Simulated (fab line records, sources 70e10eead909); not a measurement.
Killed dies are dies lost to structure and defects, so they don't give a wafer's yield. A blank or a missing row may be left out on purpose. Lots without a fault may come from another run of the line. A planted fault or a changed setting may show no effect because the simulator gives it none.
fab line records | flow nand_harc
record lots=6 wafers=18 last_day=33
route steps=1302 shown P_GATE@128 END@1302
lots that met no fault: from a run of the same line without faults
start_h: hours from the record's first day to the start of the lot's first wafer shown | wait_h: hours since the lot's step before | " the same as in the row above | L1.1+2: a row that stands for several wafers | - no value, or no start given | * or withheld: withheld | < > ~ a bound
route shown NAME@n: a module of which the file shows steps, and the number in the route of the first | usual: mean/standard deviation of fault-free wafers | same: alike in all rows | chamber/n: place in a boat | sites: the reading at each site | _std_site: their standard deviation | _edge_site: outer sites' mean less inner sites' | radius_mm: how far each site lies from the wafer's centre | mask NAME#n: copy n | behind: the tool/chamber that last shaped the wafer | hold: why the lot was held/for how many hours/how that ended | device: the transistor (n, p or np) that didn't switch | end of line: the same wafers' tests at the end of the route | a step without rows: its recipe alone | killed: dies lost to structure and defects at the first sort, not the wafer's yield | map: a wafer's dies, x killed, . not, _ none there
set.NAME: the setting as run; set.NAME@STEP: as run at that earlier step | model.NAME: the simulator's own value behind a step, which no gauge read
lots at some steps of the route; a table a step, a row a wafer
services: from which hour (start_h, from the record's first day; less than 0 if before it) a tool's chamber was out of use, for how many hours, and why
## steps
# step NHARC_P_GATE_SRD_72
# step NHARC_P_GATE_OXIDE_16
# recipe target_thk_a=30 temp_c=875 ox_time_s=392 material=SiO2
# step NHARC_P_GATE_CVD_17
# recipe target_thk_a=1500 temp_c=620 time_s=900 material=poly-Si
# step NHARC_P_GATE_HM_DEP_102
# recipe target_thk_a=1200 temp_c=400 material=aC
# usual susceptor_temp_C=399.99/0.23 throttle_valve_pct=34.999/0.0086
# columns lot.wafer tool chamber start_h wait_h susceptor_temp_C throttle_valve_pct
L570.2 acl_dep-03 0 99.03 2.7 399.94 34.982
L570.3 " 0 " " 399.50 35.009
L570.6 " 0 " " 399.46 34.993
L573.1 acl_dep-03 0 132.74 0.4 399.92 35.008
L573.4 " 0 " " 399.99 35.009
L573.6 " 0 " " 399.76 34.996
L581.1 acl_dep-01 0 209.07 0.4 400.21 34.992
L581.4 " 0 " " 400.04 34.983
L581.5 " 0 " " 399.95 34.998
L582.1 acl_dep-03 0 242.90 0.4 - 35.000
L582.2 " 0 " " - 35.000
L582.5 " 0 " " - 34.979
L589.3 acl_dep-01 0 295.67 3.4 400.59 35.002
L589.5 " 0 " " 400.49 35.000
L589.6 " 0 " " 400.49 35.017
L590.1 acl_dep-02 0 301.86 1.8 399.96 34.991
L590.4 " 0 " " 400.06 34.999
L590.5 " 0 " " 400.07 35.005
# step NHARC_P_GATE_DEP_103
# recipe target_thk_a=300 target_thk_nm=30 temp_c=400 flow_sccm=200 rf_w=350 material=SiON
# usual heater_power_w=747/72 susceptor_temp_C=400.01/0.21
# columns lot.wafer tool chamber start_h wait_h heater_power_w susceptor_temp_C
L570.3 pecvd-01 2 99.59 0.3 797 399.90
L570.2 " 0 " " 775 400.05
L570.6 " 0 " " 787 399.92
L573.1 pecvd-04 1 133.47 0.6 857 399.73
L573.4 " 0 " " 847 399.93
L573.6 " 1 " " 840 399.95
L581.1 pecvd-01 2 209.76 0.6 800 400.11
L581.4 " 1 " " 734 400.06
L581.5 " 0 " " 731 399.89
L582.2 pecvd-01 1 243.59 0.5 745 400.36
L582.1 " 2 " " 771 399.72
L582.5 " 0 " " 691 400.25
L589.3 pecvd-03 1 296.31 0.5 761 400.23
L589.5 " 1 " " 778 400.22
L589.6 " 2 " " 681 399.92
L590.1 pecvd-04 2 302.58 0.6 833 399.75
L590.4 " 1 " " 917 400.10
L590.5 " 2 " " 839 399.53
# step NHARC_P_GATE_DEHYDRATE_18
# recipe temp_c=150 time_s=120
# step NHARC_P_GATE_HMDS_19
# recipe time_s=30
# step NHARC_P_GATE_COAT_20
# recipe spin_rpm=1500 resist_thk_nm=90
# step NHARC_P_GATE_SOFTBAKE_21
# recipe temp_c=105 time_s=55
# step NHARC_P_GATE_EBR_22
# step NHARC_P_GATE_EXPOSE_23
# recipe na=1.35 target_cd_nm=120 dose_mj=93.91 mask_id=P_GATE
# step NHARC_P_GATE_PEB_24
# recipe peb_temp_c=100 peb_time_s=65
# step NHARC_P_GATE_DEVELOP_25
# recipe develop_time_s=35 dev_temp_c=23
# usual developer_temp_C=23.00/0.1 exhaust_pa=44.9/0.96
# columns lot.wafer tool chamber start_h wait_h developer_temp_C exhaust_pa
L570.2 litho_track-04 0 100 - 23.04 45.7
L570.3 " 0 " " 22.88 44.7
L570.6 " 0 " " 22.85 44.7
L573.1 litho_track-04 0 134 - 23.05 43.4
L573.4 " 0 " " 22.98 45.9
L573.6 " 0 " " 23.02 44.3
L581.1 litho_track-04 0 210 - 20.63 43.9
L581.4 " 0 " " 20.55 44.9
L581.5 " 0 " " 20.58 43.5
L582.1 litho_track-04 0 244 - 20.76 45.4
L582.2 " 0 " " 20.79 46.0
L582.5 " 0 " " 20.78 45.8
L589.3 litho_track-01 0 296 - 23.17 44.2
L589.5 " 0 " " 22.89 43.6
L589.6 " 0 " " 22.95 45.1
L590.1 litho_track-06 0 303 - 23.16 45.8
L590.4 " 0 " " 23.12 46.1
L590.5 " 0 " " 22.90 46.6
# step NHARC_P_GATE_CD_MEAS_26
# recipe target_cd_nm=120 landing_energy_ev=500
# usual cd_nm=120.0/0.57
# same landing_energy_ev=500
# columns lot.wafer tool chamber start_h wait_h cd_nm
L570.2 cd_sem-02 0 100.28 - 120.1
L570.3 " 0 " " 120.2
L570.6 " 0 " " 120.2
L573.1 cd_sem-02 0 134.09 - 119.3
L573.4 " 0 " " 119.4
L573.6 " 0 " " 119.6
L581.1 cd_sem-01 0 210.41 - 119.1
L581.4 " 0 " " 119.3
L581.5 " 0 " " 119.8
L582.1 cd_sem-02 0 244.24 - 119.5
L582.2 " 0 " " 118.8
L582.5 " 0 " " 118.8
L589.3 cd_sem-03 0 296.96 - 119.3
L589.5 " 0 " " 119.5
L589.6 " 0 " " 119.9
L590.1 cd_sem-02 0 303.08 - 120.5
L590.4 " 0 " " 120.2
L590.5 " 0 " " 120.8
# step NHARC_END_SORT_01
# recipe temp_c=25
# usual killed_at_array=58/18 killed_at_other=1.0/1.5 killed_at_periphery=4/3.1 killed_dies=64/18 killed_open=3.4/1.9 killed_short=2.7/1.7
# same gross_dies=677
# columns lot.wafer tool chamber start_h wait_h killed_at_array killed_at_other killed_at_periphery killed_dies killed_open killed_short
L590.1 prober-01 0 776.79 2.5 30 0 11 41 5 1
L590.4 prober-01 0 779.14 3.4 40 0 4 44 1 5
L590.5 prober-01 0 779.92 3.6 38 0 7 45 3 5
# killed by level:class
L590.1 A_CHANNEL_HOLE_D1:chamber_film_flake=10 P_GATE:chamber_film_flake=8 A_CONTACT:chamber_film_flake=8 A_SLIT:chamber_film_flake=5 A_CHANNEL_FILL_D1:geometric_particle:open=2 A_STAIRCASE:chamber_film_flake=2 P_CONTACT:geometric_particle:open=1 P_M0:geometric_particle:open=1
L590.4 A_CHANNEL_HOLE_D1:chamber_film_flake=13 A_SLIT:chamber_film_flake=7 A_CONTACT:chamber_film_flake=7 P_GATE:chamber_film_flake=2 A_CHANNEL_HOLE_D2:chamber_film_flake=2 A_STAIRCASE:chamber_film_flake=2 A_BONDPAD:chamber_film_flake=2 A_ONON_D2:geometric_particle:open=1
L590.5 A_CHANNEL_HOLE_D1:chamber_film_flake=11 A_CONTACT:chamber_film_flake=10 A_SLIT:chamber_film_flake=9 P_GATE:chamber_film_flake=4 P_GATE:geometric_particle:short=2 A_STAIRCASE:chamber_film_flake=2 P_CONTACT:geometric_particle:open=1 A_SOURCE_PLATE:geometric_particle:short=1
## services
# columns tool chamber start_h hours kind
pecvd-01 - 80.94 0.3 repair
pecvd-04 - 88.00 13.0 pm
pecvd-04 0 88.00 13.0 vent_cycle
pecvd-04 1 88.00 13.0 vent_cycle
pecvd-03 0 99.32 7.0 repair
acl_dep-03 - 116.20 13.0 pm
pecvd-01 - 130.85 13.0 pm
pecvd-01 0 130.85 13.0 vent_cycle
pecvd-01 1 130.85 13.0 vent_cycle
pecvd-01 2 130.85 13.0 vent_cycle
pecvd-01 0 143.85 - clean
pecvd-01 1 143.85 - clean
pecvd-01 2 143.85 - clean
litho_track-01 - 155.00 7.0 pm
litho_track-06 - 179.00 7.0 pm
pecvd-03 - 185.00 13.0 pm
pecvd-01 1 185.57 14.4 repair
acl_dep-01 - 187.08 13.0 pm
litho_track-04 - 203.00 7.0 pm
pecvd-04 - 217.67 0.6 repair
pecvd-03 1 218.33 10.4 repair
acl_dep-02 - 244.49 13.0 pm
pecvd-04 - 269.00 13.0 pm
acl_dep-03 - 299.15 13.0 pm
## key
first_sign step=NHARC_P_GATE_DEVELOP_25 reading=developer_temp_C direction=down sigmas=23 usual=* struck=*
effect none on later readings
met_at NHARC_P_GATE_DEVELOP_25
struck_wafers L581.1,L581.4,L581.5,L582.1,L582.2,L582.5
tester_left_out L581,L582
onset_between 134 210
fault kind=process_parameter_drift tool=litho_track-04 chamber=- onset_h=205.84 steps=NHARC_P_GATE_DEVELOP_25 channel=dev_temp_c offset=* shape=step end_h=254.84 acts_in=* stated=*
# tester_left_out: of these lots the tester's yield and bins aren't shown, on N5 and GAA mostly nor the transistor test; their killed dies are dies lost to structure and defects alone, not to doping, threshold or leakage, so they don't give the yield
